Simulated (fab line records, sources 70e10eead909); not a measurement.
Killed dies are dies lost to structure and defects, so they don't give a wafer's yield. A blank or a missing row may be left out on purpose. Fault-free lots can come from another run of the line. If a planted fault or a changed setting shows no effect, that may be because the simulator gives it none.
fab line records    flow nand_harc    part 2 of 2: steps 22 to 27 of 27
record lots=5  wafers=15  last_day=23
route steps=1159 shown A_STAIRCASE@527
lots that met no fault: taken from a fault-free run of the same line
start_h: hours from the record's opening day to when the first of the lot's shown wafers began    wait_h: how many hours have passed since the lot's step before this one    " as in the row above    L1.1+2: a single row standing in for several wafers    - no value, or no start given    * or withheld: withheld    < > ~ a bound
route shown NAME@n: a module of which the file shows steps, and the number in the route of the first    usual: average and standard deviation across the fault-free wafers    same: alike in all rows    chamber/n: place in a boat    sites: the reading at each site    _std_site: how widely they spread, as a standard deviation    _edge_site: mean of outer sites minus mean of inner sites    radius_mm: for every site, how far away it sits from the centre of the wafer    mask NAME#n: copy n    behind: the tool/chamber that last shaped the wafer    hold: what put the lot on hold/how long, in hours/how the hold closed    device: transistor that didn't switch, given as n, p or np    end of line: at the end of the route, the tests of the same wafers    where a step has no rows: the recipe by itself    killed: not the wafer's yield, but the dies lost to structure and defects at the first sort    map: a wafer's dies, marking killed ones x, the rest . and places with no die _
set.NAME: the setting that was run; set.NAME@STEP: the one run at that earlier step    model.NAME: the simulator's own value behind a step, which no gauge read
certain route steps with their lots: each step a table, each wafer a row
services: when a tool's chamber went out of use (start_h, in hours from the record's first day, below 0 if earlier), for how many hours, and the reason
## steps
# step NHARC_A_STAIRCASE_TRIM_14
# recipe time_s=211.2  o2_flow_sccm=500  ar_flow_sccm=0  bias_w=0  chemistry=O2
# usual drypump_motor_current_A=5.6/0.46  oes_product_au=0.997/0.0072  rf_vpp_V=58.0/0.88  showerhead_plenum_p_Torr=3.56/0.12  throttle_valve_pct=17.036/0.0095
# same bias_w=0
lot.wafer  tool         chamber  start_h  wait_h  drypump_motor_current_A  oes_product_au  rf_hours_counter_h  rf_vpp_V  showerhead_plenum_p_Torr  throttle_valve_pct
L076.4     rie_diel-05  3        -        -       5.1                      0.989           28                  57.3      3.63                      17.036
L076.3     "            2        "        "       5.7                      0.982           27                  59.6      3.52                      17.033
L076.6     "            3        "        "       5.1                      0.995           -                   58.2      3.63                      17.025
L081.2     rie_diel-02  0        -        -       5.7                      0.995           49                  59.0      3.72                      17.033
L081.3     "            3        "        "       4.9                      1.005           51                  58.0      3.50                      17.055
L081.6     "            1        "        "       5.8                      0.991           -                   57.3      3.50                      17.032
L083.4     rie_diel-02  0        -        -       5.6                      0.993           50                  57.6      3.72                      17.058
L083.3     "            2        "        "       6.2                      0.998           53                  58.9      3.68                      17.041
L083.5     "            1        "        "       5.8                      0.985           -                   58.1      3.50                      17.033
L087.3     rie_diel-05  0        -        -       5.3                      0.999           50                  57.1      3.40                      17.044
L087.5     "            2        "        "       5.6                      0.990           -                   58.2      3.51                      17.037
L087.6     "            3        "        "       5.0                      0.988           -                   59.3      3.61                      17.034
L090.1     rie_diel-02  1        -        -       5.8                      0.986           1                   58.3      3.49                      17.025
L090.3     "            2        "        "       6.2                      0.996           1                   59.5      3.68                      17.042
L090.6     "            0        "        "       5.7                      0.989           -                   57.7      3.71                      17.025
# step NHARC_A_STAIRCASE_ETCH_15
# recipe target_depth_a=1000  time_s=40.5  ion_energy_ev=400  c4f8_flow_sccm=20  o2_flow_sccm=10  ar_flow_sccm=withheld  rf_w=600  bias_w=1000  chemistry=C4F8/O2
# usual bias_w=999.4/2.9  oes_product_au=0.936/0.01  rf_vpp_V=897/4.3
lot.wafer  tool         chamber  start_h  wait_h  bias_w  oes_product_au  rf_hours_counter_h  rf_vpp_V
L076.4     rie_diel-05  0        -        -       998.3   0.935           29                  891
L076.3     "            3        "        "       1003.2  0.926           28                  899
L076.6     "            1        "        "       1004.3  0.931           -                   893
L081.2     rie_diel-02  2        -        -       1003.6  0.930           52                  901
L081.3     "            3        "        "       996.2   0.937           51                  895
L081.6     "            2        "        "       1000.0  0.929           -                   902
L083.3     rie_diel-02  0        -        -       992.6   0.945           50                  903
L083.4     "            3        "        "       1000.4  0.956           52                  896
L083.5     "            1        "        "       1002.5  0.932           -                   894
L087.3     rie_diel-05  1        -        -       1001.3  0.922           48                  892
L087.5     "            3        "        "       999.4   0.940           -                   899
L087.6     "            0        "        "       997.5   0.933           -                   891
L090.1     rie_diel-02  0        -        -       997.7   0.925           2                   901
L090.3     "            1        "        "       994.8   0.939           1                   895
L090.6     "            3        "        "       999.8   0.942           -                   895
# step NHARC_A_STAIRCASE_TRIM_16
# recipe time_s=211.2  o2_flow_sccm=500  ar_flow_sccm=0  bias_w=0  chemistry=O2
# usual drypump_motor_current_A=5.6/0.49  oes_product_au=0.998/0.0074  rf_vpp_V=57.8/0.93  showerhead_plenum_p_Torr=3.56/0.12  throttle_valve_pct=17.036/0.0097
# same bias_w=0
lot.wafer  tool         chamber  start_h  wait_h  drypump_motor_current_A  oes_product_au  rf_hours_counter_h  rf_vpp_V  showerhead_plenum_p_Torr  throttle_valve_pct
L076.4     rie_diel-05  1        -        -       6.5                      0.983           28                  57.6      3.39                      17.050
L076.3     "            2        "        "       5.7                      0.981           27                  57.9      3.52                      17.025
L076.6     "            1        "        "       6.5                      1.003           -                   56.2      3.39                      17.026
L081.2     rie_diel-02  0        -        -       5.7                      0.993           49                  57.5      3.72                      17.038
L081.3     "            3        "        "       4.9                      1.018           52                  59.0      3.50                      17.038
L081.6     "            0        "        "       5.7                      1.003           -                   58.0      3.72                      17.039
L083.3     rie_diel-02  1        -        -       5.8                      0.997           47                  57.2      3.50                      17.039
L083.4     "            3        "        "       4.9                      1.003           52                  57.7      3.50                      17.032
L083.5     "            1        "        "       5.9                      0.995           -                   57.9      3.50                      17.033
L087.3     rie_diel-05  0        -        -       5.3                      0.991           50                  56.8      3.40                      17.037
L087.5     "            3        "        "       5.0                      0.992           -                   58.0      3.61                      17.030
L087.6     "            0        "        "       5.3                      0.996           -                   57.9      3.40                      17.035
L090.1     rie_diel-02  3        -        -       4.9                      0.995           2                   57.7      3.49                      17.038
L090.3     "            1        "        "       5.8                      0.991           1                   56.8      3.49                      17.041
L090.6     "            0        "        "       5.6                      0.991           -                   57.8      3.71                      17.055
# step NHARC_A_STAIRCASE_ETCH_17
# recipe target_depth_a=1000  time_s=40.5  ion_energy_ev=400  c4f8_flow_sccm=20  o2_flow_sccm=10  ar_flow_sccm=withheld  rf_w=600  bias_w=1000  chemistry=C4F8/O2
# usual bias_w=999.7/3  oes_product_au=0.936/0.009  rf_vpp_V=897/4.4
lot.wafer  tool         chamber  start_h  wait_h  bias_w  oes_product_au  rf_hours_counter_h  rf_vpp_V
L076.3     rie_diel-05  3        -        -       1001.9  0.936           28                  900
L076.4     "            0        "        "       1001.1  0.924           29                  892
L076.6     "            0        "        "       1001.5  0.928           -                   892
L081.3     rie_diel-02  3        -        -       998.4   0.951           52                  895
L081.2     "            0        "        "       1005.4  0.932           49                  903
L081.6     "            2        "        "       1001.1  0.941           -                   902
L083.3     rie_diel-02  3        -        -       995.0   0.960           52                  895
L083.4     "            1        "        "       999.0   0.937           47                  896
L083.5     "            2        "        "       1005.3  0.955           -                   902
L087.3     rie_diel-05  1        -        -       1003.0  0.931           49                  891
L087.6     "            1        "        "       1001.2  0.931           -                   889
L087.5     "            2        "        "       1001.1  0.921           -                   896
L090.3     rie_diel-02  0        -        -       1003.5  0.925           2                   903
L090.1     "            3        "        "       997.5   0.935           2                   892
L090.6     "            1        "        "       992.6   0.939           -                   894
# step NHARC_A_STAIRCASE_TRIM_18
# recipe time_s=211.2  o2_flow_sccm=500  ar_flow_sccm=0  bias_w=0  chemistry=O2
# usual drypump_motor_current_A=5.6/0.48  oes_product_au=0.996/0.0085  rf_vpp_V=57.8/0.8  showerhead_plenum_p_Torr=3.56/0.12  throttle_valve_pct=17.035/0.0095
# same bias_w=0
lot.wafer  tool         chamber  start_h  wait_h  drypump_motor_current_A  oes_product_au  rf_hours_counter_h  rf_vpp_V  showerhead_plenum_p_Torr  throttle_valve_pct
L076.4     rie_diel-05  1        -        -       6.5                      0.990           28                  56.7      3.39                      17.038
L076.3     "            2        "        "       5.7                      0.979           27                  58.0      3.52                      17.033
L076.6     "            3        "        "       5.1                      0.997           -                   56.9      3.63                      17.046
L081.3     rie_diel-02  1        -        -       5.8                      0.985           46                  57.2      3.50                      17.038
L081.2     "            3        "        "       4.9                      1.005           52                  56.6      3.50                      17.044
L081.6     "            2        "        "       6.2                      1.000           -                   58.4      3.69                      17.049
L083.4     rie_diel-02  0        -        -       5.7                      0.999           50                  59.0      3.72                      17.021
L083.3     "            2        "        "       6.2                      1.000           53                  58.7      3.68                      17.040
L083.5     "            0        "        "       5.7                      0.995           -                   57.7      3.72                      17.042
L087.3     rie_diel-05  1        -        -       6.5                      0.988           49                  57.1      3.38                      17.029
L087.6     "            2        "        "       5.6                      1.001           -                   57.9      3.51                      17.021
L087.5     "            3        "        "       5.1                      0.987           -                   57.4      3.61                      17.026
L090.3     rie_diel-02  0        -        -       5.7                      0.989           2                   57.1      3.71                      17.033
L090.1     "            1        "        "       5.9                      0.997           2                   57.6      3.49                      17.014
L090.6     "            3        "        "       4.9                      0.994           -                   58.1      3.49                      17.040
# step NHARC_A_STAIRCASE_ETCH_19
# recipe target_depth_a=1000  time_s=40.5  ion_energy_ev=400  c4f8_flow_sccm=20  o2_flow_sccm=10  ar_flow_sccm=withheld  rf_w=600  bias_w=1000  chemistry=C4F8/O2
# usual bias_w=999.9/2.9  oes_product_au=0.936/0.0099  rf_vpp_V=897/4.6
lot.wafer  tool         chamber  start_h  wait_h  bias_w  oes_product_au  rf_hours_counter_h  rf_vpp_V
L076.3     rie_diel-05  3        -        -       1003.2  0.918           29                  899
L076.4     "            1        "        "       1003.6  0.931           28                  890
L076.6     "            3        "        "       1001.6  0.927           -                   899
L081.3     rie_diel-02  1        -        -       1000.9  0.923           46                  895
L081.2     "            0        "        "       997.7   0.940           49                  904
L081.6     "            2        "        "       1001.3  0.943           -                   902
L083.3     rie_diel-02  1        -        -       995.4   0.934           47                  896
L083.4     "            2        "        "       999.1   0.947           53                  902
L083.5     "            3        "        "       1001.8  0.945           -                   894
L087.3     rie_diel-05  0        -        -       1002.6  0.931           51                  890
L087.5     "            0        "        "       998.6   0.930           -                   891
L087.6     "            1        "        "       1001.3  0.931           -                   890
L090.3     rie_diel-02  2        -        -       997.8   0.942           2                   901
L090.1     "            0        "        "       998.7   0.928           2                   902
L090.6     "            3        "        "       996.0   0.935           -                   895
## services
tool             chamber  start_h  hours  kind
rie_diel-02      0        234.96   -      clean
rie_diel-02      1        234.96   -      clean
rie_diel-02      2        234.96   -      clean
rie_diel-02      3        234.96   -      clean
litho_track-05   -        237.00   7.0    pm
rie_diel-02      0        259.46   -      clean
rie_diel-02      1        259.46   -      clean
rie_diel-02      2        259.46   -      clean
rie_diel-02      3        259.46   -      clean
rie_diel-02      -        268.13   0.7    repair
wet_bench-07     -        272.00   8.0    pm
plasma_asher-02  -        273.06   40.6   repair
plasma_asher-01  -        276.38   9.0    pm
rie_diel-02      -        281.04   0.8    repair
rie_diel-02      0        283.99   -      clean
rie_diel-02      1        283.99   -      clean
rie_diel-04      -        289.09   9.0    pm
krf_scanner-03   -        291.51   1.0    repair
krf_scanner-04   -        298.00   4.0    pm
rie_diel-04      -        314.14   16.1   repair
rie_diel-02      -        328.27   9.0    pm
krf_scanner-03   -        340.00   4.0    pm
litho_track-02   -        340.02   7.0    pm
rie_diel-05      -        340.68   9.0    pm
